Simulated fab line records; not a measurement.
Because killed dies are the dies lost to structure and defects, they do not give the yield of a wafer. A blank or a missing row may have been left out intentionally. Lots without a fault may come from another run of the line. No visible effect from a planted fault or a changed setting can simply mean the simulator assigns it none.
Split-lot trial | flow n5 finfet | 39 wafers read across 7 lots, on a route 1938 steps long

THE SPLIT
At N5_MOL_CONTACT_COAG_CONTACT_ETCH_14 (etches SiO2 in C4F6/O2, target depth 27.5 nm, overetch 8.5 nm, time 20 s), the setting source w was moved away from the recipe's 370 W on 15 of the 39 wafers read, by -5.1% to +17.1%. All remaining wafers had this setting at the recipe value.

The reading is taken at the split's own step.

THE READING
rf vpp V, in V, at N5_MOL_CONTACT_COAG_CONTACT_ETCH_14 (etches SiO2 in C4F6/O2, target depth 27.5 nm, overetch 8.5 nm, time 20 s). Fault-free wafers of this fab line usually give 692 V, standard deviation 3.4 V.

wafer  | tool, chamber at the split | source w as run, W | against the recipe | rf vpp V, V | against lot-mates on the recipe
L074.1 | rie diel-06, 1             | 433.3              | +17.1%             | 658         | -34
L074.2 | rie diel-06, 0             | 370                | recipe             | 688         | -
L074.3 | rie diel-06, 3             | 370                | recipe             | 691         | -
L074.4 | rie diel-06, 2             | 370                | recipe             | 697         | -
L074.5 | rie diel-06, 3             | 433.3              | +17.1%             | 659         | -33
L074.6 | rie diel-06, 0             | 433.3              | +17.1%             | 661         | -31
L076.1 | rie diel-01, 2             | 370                | recipe             | 692         | -
L076.2 | rie diel-01, 3             | 426.9              | +15.4%             | 666         | -28
L076.3 | rie diel-01, 0             | 426.9              | +15.4%             | 673         | -21
L076.4 | rie diel-01, 3             | 426.9              | +15.4%             | 667         | -27
L076.5 | rie diel-01, 0             | 370                | recipe             | 697         | -
L076.6 | rie diel-01, 2             | 370                | recipe             | 692         | -
L080.3 | rie diel-01, 0             | 370                | recipe             | 695         | -
L080.4 | rie diel-01, 2             | 370                | recipe             | 693         | -
L080.5 | rie diel-01, 2             | 370                | recipe             | 691         | -
L081.1 | rie diel-01, 1             | 370                | recipe             | 689         | -
L081.2 | rie diel-01, 3             | 370                | recipe             | 692         | -
L081.3 | rie diel-01, 0             | 370                | recipe             | 698         | -
L081.4 | rie diel-01, 2             | 370                | recipe             | 693         | -
L081.5 | rie diel-01, 1             | 370                | recipe             | 687         | -
L081.6 | rie diel-01, 0             | 370                | recipe             | 698         | -
L083.1 | rie diel-03, 0             | 388.8              | +5.1%              | 683         | -10
L083.2 | rie diel-03, 3             | 388.8              | +5.1%              | 691         | -2
L083.3 | rie diel-03, 1             | 370                | recipe             | 695         | -
L083.4 | rie diel-03, 2             | 388.8              | +5.1%              | 692         | -1
L083.5 | rie diel-03, 1             | 370                | recipe             | 695         | -
L083.6 | rie diel-03, 0             | 370                | recipe             | 688         | -
L090.1 | rie diel-01, 0             | 351                | -5.1%              | 715         | +23
L090.2 | rie diel-01, 1             | 351                | -5.1%              | 696         | +4
L090.3 | rie diel-01, 2             | 351                | -5.1%              | 704         | +12
L090.4 | rie diel-01, 1             | 370                | recipe             | 686         | -
L090.5 | rie diel-01, 2             | 370                | recipe             | 693         | -
L090.6 | rie diel-01, 0             | 370                | recipe             | 696         | -
L096.1 | rie diel-06, 3             | 402.2              | +8.7%              | 674         | -18
L096.2 | rie diel-06, 2             | 370                | recipe             | 694         | -
L096.3 | rie diel-06, 0             | 402.2              | +8.7%              | 677         | -15
L096.4 | rie diel-06, 1             | 370                | recipe             | 691         | -
L096.5 | rie diel-06, 3             | 370                | recipe             | 690         | -
L096.6 | rie diel-06, 2             | 402.2              | +8.7%              | 682         | -10

FIT RESULTS
A straight line over all 39 wafers: rf vpp V changes by -1.8 V for each +1% of source w; r = -0.94; the points scatter about the line by 4.4 V.
The same after taking each lot's own level away (the mean of its wafers on the recipe; 39 wafers): -1.82 V for each +1%; r = -0.94; scatter 4.3 V.
The reading moves by 31 V for the largest change in source w, on that fit.
Across the lots, their own levels run from 691.7 to 693.7 V, a range of 0.6 times the standard deviation given above.
The two slopes are in agreement: the lot-to-lot level therefore moves the slope only a little.
Check: -29.4 V against its lot-mates is what the line predicts for one of the wafers moved furthest among these (+17.1%) when that wafer is left out of the fit. Against them it came out at -34 V.
Tool readings at the split's step, against how far the setting was moved: rf vpp V r = -0.94.

THESE WAFERS: OTHER SPLITS
Before the reading, these wafers also passed through other splits. Each is held against what the fit with the lots' levels taken away leaves over:
other split on the same wafers              | wafers away from the commonest value | r with rf vpp V (lot level and that fit taken away)
N5_DUMMY_GATE_ETCH_37 source w              | 15                                   | -0.13
N5_DUMMY_GATE_ETCH_44 target depth a        | 18                                   | -0.06
N5_GATE_CUT_EXPOSE_10 dose mj               | 12                                   | -0.37
N5_MOL_CONTACT_COAG_ETCH_106 target depth a | 15                                   | +0.01

THE FILE'S OWN FIT
rf vpp V changes by -1.76 V for each +1% of source w, r = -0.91.
